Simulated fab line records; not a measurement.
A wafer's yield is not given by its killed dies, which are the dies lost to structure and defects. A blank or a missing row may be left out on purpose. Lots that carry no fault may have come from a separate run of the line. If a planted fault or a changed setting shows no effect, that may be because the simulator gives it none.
fab line records    flow n5Finfet
[record] lots = 5  wafers = 15  lastDay = 17
route steps=1938 shown BEOL_M13@1694
lots that met no fault: from a run of the same line without faults
startH: start of the lot's first displayed wafer, in hours after the record's first day    waitH: hours since the lot's step before    " the same as in the row above    L1.1+2: one row covering several wafers at once    - either no value or no given start    * or withheld: withheld    < > ~ a bound
route shown NAME@n: a module of which the file shows steps, and the number in the route of the first    usual: average and standard deviation across the fault-free wafers    same: alike in all rows    chamber/n: place in a boat    sites: the reading at each site    _std_site: the standard deviation of these    _edge_site: the outer-site mean with the inner-site mean subtracted    radiusMm: for every site, how far away it sits from the centre of the wafer    mask NAME#n: copy n    behind: the tool/chamber that last shaped the wafer    hold: why the lot was held/for how many hours/how that ended    device: whichever transistor did not switch (one of n, p or np)    end of line: the route-end tests of the same wafers    step lacking rows: just its recipe    killed: at the first sort, the dies lost to defects and structure; wafer yield is something else    map: the dies of a wafer, with x for killed, . for not killed, _ for no die there
set.NAME: the setting as run; set.NAME@STEP: as run at that earlier step    model.NAME: the simulator's own value behind a step, which no gauge read
lots seen at some steps along the route; tables by step, rows by wafer
services: a tool's chamber out of use, with start hour (startH, from the record's first day; less than 0 if before it), hours out, and reason
[[steps]]
[step N5_BEOL_M13_ETCH_68]
[recipe] chemistry = N2/H2  target = SOC  maskMaterial = SiARC  sourceW = 3000  biasW = 350  tempC = 40  timeS = 355  ionEnergyEv = 200  pressureMtorr = 30  n2FlowSccm = 200  h2FlowSccm = 200
[step N5_BEOL_M13_STRIP_69]
[recipe] chemistry = N2/H2  tempC = 40  n2FlowSccm = 200  h2FlowSccm = 200  rfFrequencyHz = 6e+07
[step N5_BEOL_M13_TRENCH_ETCH_34]
[recipe] chemistry = C4F8/O2/Ar  target = SiOC  targetDepthA = 4134.7  maskMaterial = SOC  pressureMtorr = 30  sourceW = 3000  biasW = 700  Ar_flow_sccm = 400  C4F8_flow_sccm = 15  O2_flow_sccm = 8  heInnerTorr = 15  heOuterTorr = 30  timeS = 162.6  ionEnergyEv = 250
[usual] chamberPressureMTorr = 30.000/0.029  drypumpMotorCurrentA = 5.5/0.45  heInnerTorr = 15.00/0.03  oesProductAu = 0.83/0.084  rfVppV = 667/3.1  showerheadPlenumPTorr = 3.47/0.11  throttleValvePct = 24.13/0.26
lot.wafer  tool        chamber  startH  waitH  chamberPressureMTorr  drypumpMotorCurrentA  heInnerTorr  oesProductAu  rfHoursCounterH  rfVppV  showerheadPlenumPTorr  throttleValvePct
L313.1     rieDiel-06  1        280.22  0.0    29.999                5.8                   14.98        0.84          50               663     3.34                   24.12
L313.2     "           2        "       "      29.989                4.7                   14.99        0.88          25               671     3.61                   24.21
L313.5     "           1        "       "      29.984                5.8                   15.02        0.85          -                664     3.34                   24.13
L314.1     rieDiel-04  0        280.58  0.0    30.005                5.5                   15.07        0.89          52               666     3.46                   23.90
L314.5     "           3        "       "      30.005                5.9                   15.03        0.71          -                668     3.51                   24.77
L314.6     "           2        "       "      29.973                5.2                   15.03        0.83          -                667     3.46                   23.90
L323.4     rieDiel-04  3        338.19  0.0    30.008                5.9                   15.04        0.98          0                668     3.50                   24.42
L323.5     "           1        "       "      30.005                5.4                   15.03        0.72          -                664     3.36                   24.07
L323.6     "           0        "       "      30.057                5.6                   14.97        0.86          -                668     3.45                   23.92
L329.2     rieDiel-06  1        366.25  0.0    30.019                5.8                   14.98        0.82          81               663     3.32                   24.15
L329.3     "           2        "       "      30.006                4.7                   14.98        0.83          -                669     3.60                   24.26
L329.4     "           1        "       "      29.989                5.8                   14.98        0.81          -                662     3.32                   24.17
L330.2     rieDiel-02  2        368.56  0.0    30.020                5.5                   14.99        0.91          26               667     3.52                   24.33
L330.5     "           2        "       "      30.013                5.5                   14.94        0.91          -                668     3.52                   24.33
L330.6     "           1        "       "      30.005                6.0                   15.04        0.87          -                670     3.63                   23.78
[step N5_BEOL_M13_STRIP_70]
[recipe] chemistry = C4F8/O2/Ar  resist = SiARC  rfFrequencyHz = 6e+07
[step N5_BEOL_M13_OCD_MEAS_35]
[usual] trenchDepthNm = 416/5.9
lot.wafer  tool    chamber  startH  waitH  trenchDepthNm
L313.1     ocd-02  -        280.40  0.0    412
L313.2     "       -        "       "      413
L313.5     "       -        "       "      419
L314.1     ocd-01  -        280.75  0.0    424
L314.5     "       -        "       "      418
L314.6     "       -        "       "      423
L323.4     ocd-01  -        338.37  0.0    415
L323.5     "       -        "       "      411
L323.6     "       -        "       "      421
L329.2     ocd-02  -        366.50  0.0    417
L329.3     "       -        "       "      419
L329.4     "       -        "       "      420
L330.2     ocd-02  -        368.74  0.0    420
L330.5     "       -        "       "      414
L330.6     "       -        "       "      411
[step N5_BEOL_M13_STRIP_37]
[recipe] chemistry = N2/H2  powerW = 1000  tempC = 250  h2Frac = 0.65  overashFraction = 0.3  pressureMtorr = withheld  n2FlowSccm = 1750  h2FlowSccm = 3250
[usual] drypumpMotorCurrentA = 6.1/0.47  heaterPowerW = 346/28  oesProductAu = 0.783/0.011
lot.wafer  tool            chamber  startH  waitH  drypumpMotorCurrentA  heaterPowerW  oesProductAu  rfHoursCounterH
L313.1     plasmaAsher-02  0        280.44  0.0    6.6                   345           0.779         89
L313.2     "               1        "       "      5.5                   369           0.779         89
L313.5     "               0        "       "      6.6                   352           0.781         -
L314.1     plasmaAsher-02  0        280.79  0.0    6.5                   351           0.779         89
L314.5     "               1        "       "      5.5                   367           0.779         -
L314.6     "               0        "       "      6.6                   349           0.796         -
L323.4     plasmaAsher-02  1        338.42  0.1    5.5                   370           0.779         -
L323.5     "               0        "       "      6.6                   355           0.786         -
L323.6     "               1        "       "      5.5                   367           0.792         -
L329.2     plasmaAsher-01  1        366.54  0.0    6.4                   286           0.782         133
L329.3     "               0        "       "      6.3                   339           0.787         -
L329.4     "               1        "       "      6.4                   296           0.796         -
L330.2     plasmaAsher-02  0        368.78  0.0    6.6                   350           0.786         110
L330.5     "               0        "       "      6.5                   353           0.793         -
L330.6     "               1        "       "      5.5                   372           0.797         -
[step N5_BEOL_M13_ETCH_38]
[recipe] chemistry = CF4/N2  target = SiCN  targetDepthA = 675  taperDeg = 2  timeS = 71.9  ionEnergyEv = 150  maskMaterial = SiO2  pressureMtorr = 40  sourceW = 430  biasW = 70  Ar_flow_sccm = 100  cf4FlowSccm = 60  n2FlowSccm = 60
[usual] chamberPressureMTorr = 40.00/0.036  drypumpMotorCurrentA = 5.4/0.47  oesProductAu = 0.84/0.089  rfVppV = 383.3/1.9  showerheadPlenumPTorr = 2.25/0.074  throttleValvePct = 15.35/0.24
lot.wafer  tool        chamber  startH  waitH  chamberPressureMTorr  drypumpMotorCurrentA  oesProductAu  rfHoursCounterH  rfVppV  showerheadPlenumPTorr  throttleValvePct
L313.1     rieDiel-04  0        282.30  -      40.01                 5.6                   0.90          52               383.3   2.24                   15.14
L313.2     "           2        "       "      40.04                 5.2                   0.84          68               383.1   2.23                   15.13
L313.5     "           0        "       "      40.01                 5.6                   0.89          -                382.8   2.24                   15.13
L314.1     rieDiel-02  1        283.34  -      40.00                 6.0                   0.93          9                384.5   2.34                   14.91
L314.5     "           3        "       "      40.03                 5.9                   0.90          -                385.3   2.25                   15.29
L314.6     "           2        "       "      40.05                 5.5                   0.68          -                384.7   2.28                   15.85
L323.4     rieDiel-02  3        339.75  -      40.01                 5.9                   0.88          48               382.1   2.24                   15.34
L323.5     "           3        "       "      40.00                 5.9                   0.88          -                383.8   2.24                   15.34
L323.6     "           2        "       "      39.96                 5.5                   0.96          -                384.0   2.27                   15.39
L329.2     rieDiel-02  2        367.97  -      40.02                 5.5                   0.93          26               383.6   2.27                   15.41
L329.3     "           0        "       "      39.98                 5.8                   0.85          80               385.3   2.31                   15.26
L329.4     "           1        "       "      39.98                 6.0                   0.86          40               384.4   2.33                   14.97
L330.2     rieDiel-04  2        374.38  -      39.95                 5.2                   0.80          99               384.0   2.22                   15.20
L330.5     "           1        "       "      40.04                 5.3                   0.70          -                381.7   2.18                   15.49
L330.6     "           2        "       "      40.06                 5.2                   0.79          -                383.4   2.22                   15.18
[step N5_BEOL_M13_PRECLEAN_39]
[recipe] chemistry = residueRemover  timeS = 60  tempC = 40
[step N5_BEOL_M13_SRD_40]
[recipe] timeS = 30  tempC = 23  rinseLiquid = diw  dry = n2Spin  spinRpm = 1500  dryTimeS = 30
[step N5_BEOL_M13_DEGAS_41]
[recipe] ambient = vacuum  tempC = 250  timeS = 60
[step N5_BEOL_M13_PRE_CLEAN_42]
[recipe] gas = H2/He  timeS = 30  tempC = 250
[usual] heaterPowerW = 343/34
lot.wafer  tool           chamber  startH  waitH  heaterPowerW
L313.1     pvdSputter-02  -        282.97  0.0    333
L313.2     "              -        "       "      414
L313.5     "              -        "       "      402
L314.1     pvdSputter-03  -        283.92  0.0    347
L314.5     "              -        "       "      330
L314.6     "              -        "       "      332
L323.4     pvdSputter-03  -        340.24  0.0    323
L323.5     "              -        "       "      376
L323.6     "              -        "       "      366
L329.2     pvdSputter-01  -        368.35  0.0    404
L329.3     "              -        "       "      265
L329.4     "              -        "       "      363
L330.2     pvdSputter-01  -        374.94  0.0    371
L330.5     "              -        "       "      361
L330.6     "              -        "       "      387
[step N5_BEOL_M13_SPUTTER_43]
[recipe] material = TaN  targetThkA = 150  tempC = 50  biasV = 168.6  powerW = 15000  chamberPressurePa = 0.12  timeS = 24.19
[usual] throttleValvePct = 29.8/1.1
lot.wafer  tool           chamber  startH  waitH  throttleValvePct
L313.1     pvdSputter-02  -        283.01  0.0    29.3
L313.2     "              -        "       "      30.1
L313.5     "              -        "       "      30.0
L314.1     pvdSputter-03  -        283.96  0.0    30.3
L314.5     "              -        "       "      30.5
L314.6     "              -        "       "      30.6
L323.4     pvdSputter-03  -        340.28  0.0    30.3
L323.5     "              -        "       "      29.2
L323.6     "              -        "       "      29.7
L329.2     pvdSputter-01  -        368.39  0.0    27.6
L329.3     "              -        "       "      31.1
L329.4     "              -        "       "      29.2
L330.2     pvdSputter-01  -        374.98  0.0    29.2
L330.5     "              -        "       "      29.1
L330.6     "              -        "       "      27.6
[step N5_BEOL_M13_SPUTTER_44]
[recipe] material = Ta  targetThkA = 100  tempC = 50  biasV = 80  powerW = 15000  chamberPressurePa = 0.07  timeS = 16.13
[usual] throttleValvePct = 29.8/1.1
lot.wafer  tool           chamber  startH  waitH  throttleValvePct  model.Ta_of_BEOL_M13_SPUTTER_44.thkNm
L313.1     pvdSputter-02  -        283.09  0.0    29.2              10
L313.2     "              -        "       "      30.1              10.4
L313.5     "              -        "       "      29.9              10.4
L314.1     pvdSputter-03  -        284.04  0.0    30.3              9.8
L314.5     "              -        "       "      30.2              10
L314.6     "              -        "       "      30.1              9.8
L323.4     pvdSputter-03  -        340.36  0.0    30.3              10
L323.5     "              -        "       "      29.0              10
L323.6     "              -        "       "      29.4              7.8
L329.2     pvdSputter-01  -        368.47  0.0    27.9              10
L329.3     "              -        "       "      31.1              10
L329.4     "              -        "       "      29.2              9.8
L330.2     pvdSputter-01  -        375.06  0.0    28.8              9.8
L330.5     "              -        "       "      28.6              9.8
L330.6     "              -        "       "      27.6              9.8
[step N5_BEOL_M13_SPUTTER_45]
[recipe] material = Cu  targetThkA = 800  tempC = -20  biasV = 60  powerW = 26000  chamberPressurePa = 0.13  timeS = 13.33
[[services]]
tool            chamber  startH  hours  kind
plasmaAsher-01  -        262.40  6.9    repair
plasmaAsher-01  -        269.31  14.6   pm
rieDiel-02      2        284.20  -      clean
rieDiel-02      2        284.20  -      consumableReplace:focusRing
rieDiel-02      2        284.20  12.1   scheduledDown
rieDiel-02      2        284.20  12.1   ventCycle
rieDiel-06      2        287.31  3.1    repair
rieDiel-06      3        298.34  -      clean
rieDiel-06      3        298.34  -      consumableReplace:focusRing
plasmaAsher-01  -        314.96  2.8    repair
rieDiel-04      3        322.86  -      clean
rieDiel-04      3        322.86  -      consumableReplace:focusRing
rieDiel-04      3        322.86  13.7   scheduledDown
rieDiel-04      3        322.86  13.7   ventCycle
plasmaAsher-01  -        334.05  9.8    repair
rieDiel-06      3        340.10  5.4    repair
rieDiel-06      0        345.68  -      clean
rieDiel-06      0        345.68  -      consumableReplace:esc
rieDiel-06      0        345.68  -      consumableReplace:focusRing
rieDiel-06      0        345.68  -      consumableReplace:showerhead
rieDiel-06      0        345.68  25.6   scheduledDown
rieDiel-06      0        345.68  25.6   ventCycle
rieDiel-02      3        348.83  14.2   repair
rieDiel-06      3        361.08  4.9    repair
[[key]]
firstSign none at tools or gauges
[modelEffect] step = N5_BEOL_M13_SPUTTER_44  value = Ta_of_BEOL_M13_SPUTTER_44.thkNm  without = 10  struck = 7.8
metAt N5_BEOL_M13_SPUTTER_44
struckWafers L323.6
onsetBetween 284.04 340.36
[fault] kind = processParameterDrift  tool = pvdSputter-03  chamber = -  onsetH = 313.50  steps = N5_BEOL_M13_SPUTTER_44  channel = timeS  offset = *  shape = step  endH = 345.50  scope = struckWafersOnly  actsIn = *  stated = *
